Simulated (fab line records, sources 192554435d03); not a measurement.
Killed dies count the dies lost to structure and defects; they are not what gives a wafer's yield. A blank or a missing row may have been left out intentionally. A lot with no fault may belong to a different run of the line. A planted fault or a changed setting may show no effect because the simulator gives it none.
Matching of chambers    flow n5_finfet    4 sister chambers for N5_HKMG_FIN_ALD_79 on ald_metal-02
The step deposits TiN, target thk 1.5 nm, pulse time 1 s, purge time 3 s. 16 wafers are shown with their chamber, then 8 later ones without.

WAFERS PAIRED WITH THEIR CHAMBERS
wafer   chamber  heater_power_w (W)  precursor_pulse_height_rel
L074.2  0        990                 1.012
L074.3  3        886                 1.018
L074.4  1        784                 0.976
L076.1  0        981                 0.972
L076.2  1        804                 1.033
L076.5  1        782                 0.972
L081.1  0        983                 0.998
L081.2  3        921                 1.036
L081.3  1        795                 1.025
L084.3  1        789                 0.969
L084.5  3        874                 0.977
L084.6  2        782                 1.016
L085.1  2        797                 1.008
L085.2  3        912                 1.003
L085.5  0        992                 1.038
L086.1  1        804                 0.965

SIGNATURES, as means of the wafers listed above
reading                     chamber 0  chamber 1  chamber 2  chamber 3  scatter within a chamber
heater_power_w              986.50     793.00     789.50     898.25     13.2
precursor_pulse_height_rel  1.00500    0.99000    1.01200    1.00850    0.0271
Rule: a wafer lies at a distance from a chamber equal to the root of the sum of squares, over the readings, of (its reading less the chamber's mean, divided by the reading's scatter). The wafer belongs to the nearest chamber; if the next one is less than 2 further off, it can't be placed. The scatter: the root of (the sum of the squares of (reading less its chamber's mean) over the shown wafers, divided by (wafers less chambers)).

WAFERS MISSING THEIR CHAMBER
wafer   heater_power_w (W)  precursor_pulse_height_rel
L086.3  977                 1.042
L086.4  775                 1.012
L087.2  789                 0.964
L087.3  867                 1.014
L087.4  964                 1.001
L094.1  895                 0.983
L094.2  794                 0.971
L094.5  774                 1.002

EACH ONE'S CHAMBER
wafer   from the rows above      in truth
L086.3  0                        0
L086.4  can't be placed: 2 or 1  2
L087.2  can't be placed: 1 or 2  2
L087.3  3                        3
L087.4  0                        0
L094.1  3                        3
L094.2  can't be placed: 1 or 2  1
L094.5  can't be placed: 2 or 1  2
Correctly placed: 4 of 8. Cannot be placed on the basis of these rows: 4; the candidates contain the true chamber in 4. Number placed wrongly: 0.
